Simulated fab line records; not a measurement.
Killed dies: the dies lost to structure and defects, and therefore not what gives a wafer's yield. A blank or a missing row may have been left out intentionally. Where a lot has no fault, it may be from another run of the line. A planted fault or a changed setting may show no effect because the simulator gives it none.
fab line records | flow n5-finfet
record: lots: 7 wafers: 19 last-day: 17
route steps=1938 shown BEOL_M5@1162
lots that met no fault: taken from a fault-free run of the same line
start-h: start of the lot's first displayed wafer, in hours after the record's first day | wait-h: hours elapsed since this lot's preceding step | " the same as in the row above | L1.1+2: several wafers, shown together as one row | - no value, or no start was given | * or withheld: withheld | < > ~ a bound
route shown NAME@n: a module of which the file shows steps, and the number in the route of the first | usual: mean/standard deviation taken from wafers without a fault | same: alike in all rows | chamber/n: place in a boat | sites: each site's reading | _std_site: standard deviation across them | _edge_site: mean of outer sites minus mean of inner sites | radius-mm: for every site, how far away it sits from the centre of the wafer | mask NAME#n: copy n | behind: the tool/chamber that last shaped the wafer | hold: cause of the lot's hold/its duration in hours/its outcome | device: transistor that didn't switch, given as n, p or np | end of line: the route-end tests of the same wafers | a step with no rows: only its recipe | killed: the dies lost at the first sort to structure and to defects; this is not the yield of the wafer | map: per-die view of a wafer (x killed, . not killed, _ where there is no die)
set.NAME: the run value of the setting; set.NAME@STEP: its run value at that earlier step | model.NAME: the simulator's own value behind a step, which no gauge read
lots seen at some steps along the route; tables by step, rows by wafer
services: the hour from which a tool's chamber was out of use, counted from the record's first day as start-h (under 0 if before that day), plus the number of hours and why
== steps ==
step: N5_BEOL_M5_STRIP_91
recipe: chemistry: N2/H2 time-s: 10 power-w: 450 temp-c: 40 pressure-mtorr: 20 rf-frequency-hz: 6e+07 bias-power-w: 7 n2-flow-sccm: 200 h2-flow-sccm: 200
usual: drypump-motor-current-A: 6.0/0.37 oes-product-au: 0.78/0.075 rf-vpp-V: 59.1/0.9 showerhead-plenum-p-Torr: 2.49/0.11 throttle-valve-pct: 23.6/0.33
same: time-s: 10
columns lot.wafer tool chamber start-h wait-h drypump-motor-current-A oes-product-au rf-hours-counter-h rf-vpp-V showerhead-plenum-p-Torr throttle-valve-pct
L545.2 rie-diel-05 1 - - 5.5 0.72 207 59.6 2.41 24.3
L545.3 " 2 " " 6.0 0.75 137 60.3 2.34 23.4
L545.5 " 3 " " 5.9 0.77 - 60.1 2.65 24.0
L548.1 rie-diel-05 1 - - 5.5 0.71 215 59.6 2.40 24.3
L548.3 " 0 " " 5.5 0.87 69 59.9 2.46 23.1
L548.5 " 2 " " 6.0 0.74 - 58.3 2.34 23.4
L550.2 rie-diel-06 0 - - 6.3 0.86 61 60.0 2.57 23.6
L550.3 " 3 " " 6.5 0.90 25 60.9 2.49 23.3
L550.6 " 2 " " 5.6 0.75 - 60.2 2.66 23.8
L553.3 rie-diel-02 0 - - 5.3 0.74 170 60.1 2.51 23.4
L553.6 " 0 " " 5.2 0.74 - 59.3 2.51 23.4
L554.2 rie-diel-06 1 - - 5.7 0.72 236 60.0 2.40 24.0
L554.6 " 1 " " 5.8 0.71 - 59.6 2.40 24.0
L555.1 rie-diel-05 3 - - 5.9 0.76 173 60.7 2.64 24.0
L555.2 " 2 " " 6.0 0.73 157 59.3 2.34 23.4
L555.5 " 3 " " 5.9 0.76 - 59.3 2.64 24.0
L562.1 rie-diel-05 0 - - 5.5 0.84 87 58.3 2.45 23.1
L562.4 " 1 " " 5.4 0.70 242 58.9 2.39 24.4
L562.6 " 1 " " 5.5 0.70 - 59.1 2.39 24.4
step: N5_BEOL_M5_OCD_MEAS_38
usual: trench-depth-nm: 71.5/2
columns lot.wafer tool chamber start-h wait-h trench-depth-nm
L545.2 ocd-02 - 186.09 - 75.0
L545.3 " - " " 70.6
L545.5 " - " " 70.2
L548.1 ocd-01 - 214.59 - 74.4
L548.3 " - " " 74.7
L548.5 " - " " 70.7
L550.2 ocd-02 - 231.08 - 68.7
L550.3 " - " " 72.6
L550.6 " - " " 70.8
L553.3 ocd-02 - 235.21 - 71.6
L553.6 " - " " 71.7
L554.2 ocd-02 - 250.79 - 71.9
L554.6 " - " " 71.1
L555.1 ocd-02 - 262.41 - 69.4
L555.2 " - " " 70.7
L555.5 " - " " 68.6
L562.1 ocd-02 - 297.57 - 74.9
L562.4 " - " " 73.6
L562.6 " - " " 73.8
step: N5_BEOL_M5_HM_STRIP_39
recipe: chemistry: peroxide-tin-strip material: TiN target-depth-a: 250 temp-c: 50 time-s: 158
step: N5_BEOL_M5_SRD_40
recipe: time-s: 30 temp-c: 23 rinse-liquid: diw dry: ipa-marangoni
step: N5_BEOL_M5_PRECLEAN_42
recipe: chemistry: residue-remover time-s: 60 temp-c: 40
step: N5_BEOL_M5_SRD_43
recipe: time-s: 30 temp-c: 23 rinse-liquid: diw dry: ipa-marangoni
step: N5_BEOL_M5_CD_MEAS_35
recipe: target-cd-nm: 28 target-cd-y-nm: 24 polarity: opening
usual: cd-nm: 27.9/0.42
columns lot.wafer tool chamber start-h wait-h cd-nm
L545.2 cd-sem-02 - 186.24 0.0 28.3
L545.3 " - " " 27.5
L545.5 " - " " 28.7
L548.1 cd-sem-01 - 214.74 0.0 28.0
L548.3 " - " " 27.9
L548.5 " - " " 27.7
L550.2 cd-sem-02 - 231.23 0.0 27.9
L550.3 " - " " 28.0
L550.6 " - " " 28.4
L553.3 cd-sem-01 - 235.36 0.0 28.4
L553.6 " - " " 28.2
L554.2 cd-sem-01 - 250.95 0.0 27.7
L554.6 " - " " 28.2
L555.1 cd-sem-03 - 262.56 0.0 27.1
L555.2 " - " " 27.3
L555.5 " - " " 27.9
L562.1 cd-sem-02 - 297.73 0.0 27.6
L562.4 " - " " 27.4
L562.6 " - " " 27.7
step: N5_BEOL_M5_CURE_80
recipe: temp-c: 370 time-s: 120 ambient: DMADMS/He material: SiCOH_lowk
usual: lamp-power-pct: 52.31/0.055 wafer_temp_C_max: 372.0/0.6
same: time-s: 120
columns lot.wafer tool chamber start-h wait-h lamp-power-pct wafer_temp_C_max
L545.2 uv-cure-01 0 186.33 0.1 52.25 371.2
L545.3 " 0 " " 52.37 370.6
L545.5 " 0 " " 52.36 370.7
L548.1 uv-cure-01 1 214.79 0.0 52.34 372.8
L548.3 " 1 " " 52.34 372.8
L548.5 " 1 " " 52.28 372.4
L550.2 uv-cure-03 2 231.47 0.2 52.31 371.9
L550.3 " 2 " " 52.33 372.0
L550.6 " 2 " " 52.30 372.1
L553.3 uv-cure-03 1 235.60 0.2 52.37 371.6
L553.6 " 1 " " 52.33 371.2
L554.2 uv-cure-03 1 251.52 0.6 52.36 372.2
L554.6 " 1 " " 52.38 371.2
L555.1 uv-cure-01 2 262.60 0.0 52.20 372.5
L555.2 " 2 " " 52.30 372.9
L555.5 " 2 " " 52.21 371.8
L562.1 uv-cure-01 1 297.77 0.0 52.30 372.6
L562.4 " 1 " " 52.27 371.6
L562.6 " 1 " " 52.27 373.2
step: N5_BEOL_M5_DEGAS_44
recipe: ambient: vacuum temp-c: 250 time-s: 60
usual: heater-power-w: 326/36
same: time-s: 60
columns lot.wafer tool chamber start-h wait-h heater-power-w
L545.2 pvd-sputter-03 - 186.93 0.5 326
L545.3 " - " " 334
L545.5 " - " " 329
L548.1 pvd-sputter-03 - 215.15 0.3 332
L548.3 " - " " 394
L548.5 " - " " 326
L550.2 pvd-sputter-02 - 232.49 0.8 331
L550.3 " - " " 294
L550.6 " - " " 325
L553.3 pvd-sputter-02 - 236.19 0.5 346
L553.6 " - " " 312
L554.2 pvd-sputter-01 - 252.10 0.5 293
L554.6 " - " " 296
L555.1 pvd-sputter-01 - 263.27 0.6 299
L555.2 " - " " 366
L555.5 " - " " 299
L562.1 pvd-sputter-03 - 298.71 0.9 412
L562.4 " - " " 343
L562.6 " - " " 399
step: N5_BEOL_M5_PRE_CLEAN_45
recipe: gas: H2/He time-s: 30 temp-c: 250
usual: heater-power-w: 326/35
same: time-s: 30
columns lot.wafer tool chamber start-h wait-h heater-power-w
L545.2 pvd-sputter-03 - 186.97 0.0 337
L545.3 " - " " 336
L545.5 " - " " 328
L548.1 pvd-sputter-03 - 215.19 0.0 323
L548.3 " - " " 411
L548.5 " - " " 333
L550.2 pvd-sputter-02 - 232.53 0.0 334
L550.3 " - " " 287
L550.6 " - " " 325
L553.3 pvd-sputter-02 - 236.23 0.0 343
L553.6 " - " " 319
L554.2 pvd-sputter-01 - 252.14 0.0 293
L554.6 " - " " 291
L555.1 pvd-sputter-01 - 263.31 0.0 299
L555.2 " - " " 374
L555.5 " - " " 295
L562.1 pvd-sputter-03 - 298.75 0.0 406
L562.4 " - " " 338
L562.6 " - " " 403
step: N5_BEOL_M5_ALD_86
recipe: material: TaN target-thk-a: * temp-c: 275 ald-precursor-family: PDMAT ald-co-reactant: NH3 pressure-torr: 3 carrier-flow-sccm: 1500 pulse-time-s: 2 purge-time-s: 3 co-reactant-purge-time-s: 2 co-reactant-pulse-time-s: 3 ald-cycles: 30 precursor-vessel-temp-c: 75 precursor-vessel-pressure-torr: 26.25 precursor-vessel-carrier-sccm: 1000
step: N5_BEOL_M5_SURFACE_TREAT_87
recipe: gas: Ar time-s: * ion-energy-ev: * ion-current-ma-cm2: 0.5 pressure-mtorr: * ar-flow-sccm: 30
usual: throttle-valve-pct: *
same: time-s: *
columns lot.wafer tool chamber start-h wait-h throttle-valve-pct
L545.2 pvd-sputter-03 - 187.49 0.3 *
L545.3 " - " " *
L545.5 " - " " *
L548.1 pvd-sputter-01 - 215.71 0.4 *
L548.3 " - " " *
L548.5 " - " " *
L550.2 pvd-sputter-03 - 233.09 0.4 *
L550.3 " - " " *
L550.6 " - " " *
L553.3 pvd-sputter-02 - 236.57 0.2 *
L553.6 " - " " *
L554.2 pvd-sputter-03 - 252.51 0.2 *
L554.6 " - " " *
L555.1 pvd-sputter-03 - 263.74 0.3 *
L555.2 " - " " *
L555.5 " - " " *
L562.1 pvd-sputter-03 - 299.09 0.2 *
L562.4 " - " " *
L562.6 " - " " *
step: N5_BEOL_M5_CVD_47
recipe: material: Co target-thk-a: 30 temp-c: withheld precursor: CCTBA/H2 pressure-torr: 30 time-s: 216
usual: run-length-s: 238.9/0.45
columns lot.wafer tool chamber start-h wait-h run-length-s
L545.2 cvd-co-01 0 187.56 0.1 238.8
L545.3 " 2 " " 239.5
L545.5 " 0 " " 238.3
L548.1 cvd-co-01 2 215.81 0.1 239.3
L548.3 " 0 " " 238.3
L548.5 " 1 " " 238.9
L550.2 cvd-co-01 0 233.16 0.0 241.5
L550.3 " 2 " " 241.8
L550.6 " 0 " " 239.0
L553.3 cvd-co-01 0 236.63 0.0 241.8
L553.6 " 1 " " 238.8
L554.2 cvd-co-01 1 252.57 0.0 241.1
L554.6 " 2 " " 239.7
L555.1 cvd-co-02 0 263.83 0.1 238.8
L555.2 " 1 " " 238.7
L555.5 " 1 " " 239.5
L562.1 cvd-co-02 1 299.15 0.0 238.8
L562.4 " 2 " " 239.1
L562.6 " 1 " " 238.9
step: N5_BEOL_M5_SPUTTER_48
recipe: material: Cu target-thk-a: 150 temp-c: -20 chamber-pressure-pa: 0.07 power-w: withheld time-s: 27.62
== services ==
columns tool chamber start-h hours kind
pvd-sputter-01 - 163.99 2.8 repair
uv-cure-01 - 168.34 2.1 pm
uv-cure-01 - 170.47 6.0 pm
uv-cure-03 - 182.21 2.1 pm
cvd-co-02 - 189.79 0.3 repair
rie-diel-02 3 192.97 4.2 repair
cvd-co-02 - 214.59 2.8 pm
uv-cure-01 - 219.95 0.9 repair
rie-diel-02 2 230.43 75.0 repair
uv-cure-01 - 244.78 7.5 pm
rie-diel-02 - 257.21 15.6 pm
rie-diel-05 0 261.54 19.9 repair
rie-diel-06 2 264.89 6.7 repair
cvd-co-01 - 265.04 2.8 pm
rie-diel-02 0 278.05 4.4 repair
rie-diel-06 1 287.76 - clean
rie-diel-06 1 287.76 - consumable-replace:focus-ring
rie-diel-06 1 287.76 - consumable-replace:showerhead
rie-diel-06 1 287.76 16.5 scheduled-down
rie-diel-06 1 287.76 16.5 vent-cycle
rie-diel-05 - 298.29 4.3 pm
== key ==
first-sign: step: N5_BEOL_M5_CVD_47 reading: run-length-s direction: up sigmas: 5.9 usual: * struck: *
effect none on later readings
met-at N5_BEOL_M5_CVD_47
struck-wafers L550.2,L550.3,L553.3,L554.2
onset-between 215.81 233.16
fault: kind: process-parameter-drift tool: cvd-co-01 chamber: - onset-h: 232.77 steps: N5_BEOL_M5_CVD_47 channel: time-s offset: * shape: step end-h: 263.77 scope: struck-wafers-only acts-in: * stated: *
